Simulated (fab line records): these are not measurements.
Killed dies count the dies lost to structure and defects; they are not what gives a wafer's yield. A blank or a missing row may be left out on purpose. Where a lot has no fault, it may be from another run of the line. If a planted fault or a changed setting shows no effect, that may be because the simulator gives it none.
Problem report, 8D (eight disciplines) form, completed by code	flow nand-harc	the parts of the form that need people (team, actions taken, sign-off) are left out

1. PROBLEM STATEMENT
At NHARC_P_STI_INSPECT_25, raw-defect-count averages 1424 over 6 wafers from 2 lots, while fault-free wafers read 205, standard deviation 82. That is +15 standard deviations from the usual mean.
Earliest sighting: wafer L678.2 on defect-inspect-02 at day 6 00:23. The record has a number at this step for 36 wafers belonging to 12 lots. The rule behind "out" and "out of limits": a value lying over 4 standard deviations away from the usual mean. The other wafers with a number count as sound.

2. WHAT IT IS, WHAT IT ISN'T
question	is	is not
which readings at this step	raw-defect-count	-
which lots	L678, L679	L669, L670, L672, L674, L675, L676, L677, L688, L691, L692
which wafers of those lots	all that have a number	-
read on which gauges	defect-inspect-01, defect-inspect-02	-
when	from day 6 00:23	up to then (21 sound wafers); but 9 sound wafers of L688, L691, L692 came after

3. WHAT RULES OUT EACH SUSPECT
Counting: a tool stays on the suspect list if, at a process step up to the reading, it processed all lots that are out and no sound lot following the first of them.
- the gauge at NHARC_P_STI_INSPECT_25 is ruled out. 2 gauges (defect-inspect-01, defect-inspect-02) read the wafers that are out.
- furnace-04 at NHARC_P_STI_OXIDE_40 (material SiO2, target thk 10 nm, ox time 1362 s): kept. Every lot that is out went through it, starting with L678 (day 5 20:20), and after that it ran no sound lot; the last sound lot it ran before then is L676 (day 5 06:59).
After counting, what remains is furnace-04 at NHARC_P_STI_OXIDE_40.

4. THE CAUSE (what the simulator had put in)
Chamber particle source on furnace-04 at NHARC_P_STI_OXIDE_40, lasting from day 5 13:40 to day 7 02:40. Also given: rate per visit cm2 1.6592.
The count eliminated every tool but this one.

5. THE EFFECT CHAIN, in route order
Rows list readings where the struck wafers' mean (over those with a number) sits beyond 3 standard deviations from the usual. Only readings whose record carries a usual standard deviation are examined. hours: median over the lots of the time between each lot's start at the first step of this table that gives one and its start at this step. sigmas: the change, counted in usual standard deviations.
hours	step	reading	usual	on struck wafers	change	sigmas
0	NHARC_P_STI_INSPECT_25	raw-defect-count	205	1424	+1219	+15
22	NHARC_P_GATE_INSPECT_28	raw-defect-count	6	1096	+1090	+99 or more
369	NHARC_END_SORT_01	killed-at-periphery	2.9	530.0	+527.1	+99 or more
369	NHARC_END_SORT_01	killed-dies	30	542	+512	+46

6. WHAT WOULD HAVE CAUGHT IT SOONER
Counted from the fault's start at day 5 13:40, it took 11 hours until the first out-of-limits reading at a measuring or inspecting step in this record, taken at day 6 00:23.
An alarm limit of 4 standard deviations would not have fired on the tool readings at NHARC_P_STI_OXIDE_40 for which the record gives a usual standard deviation, since none of them was out on any struck wafer.
The start of NHARC_P_STI_OXIDE_40 on furnace-04 came by day 6 00:23 for every one of the lots that are out (2). A hold on the tool at that time would have spared none of them.
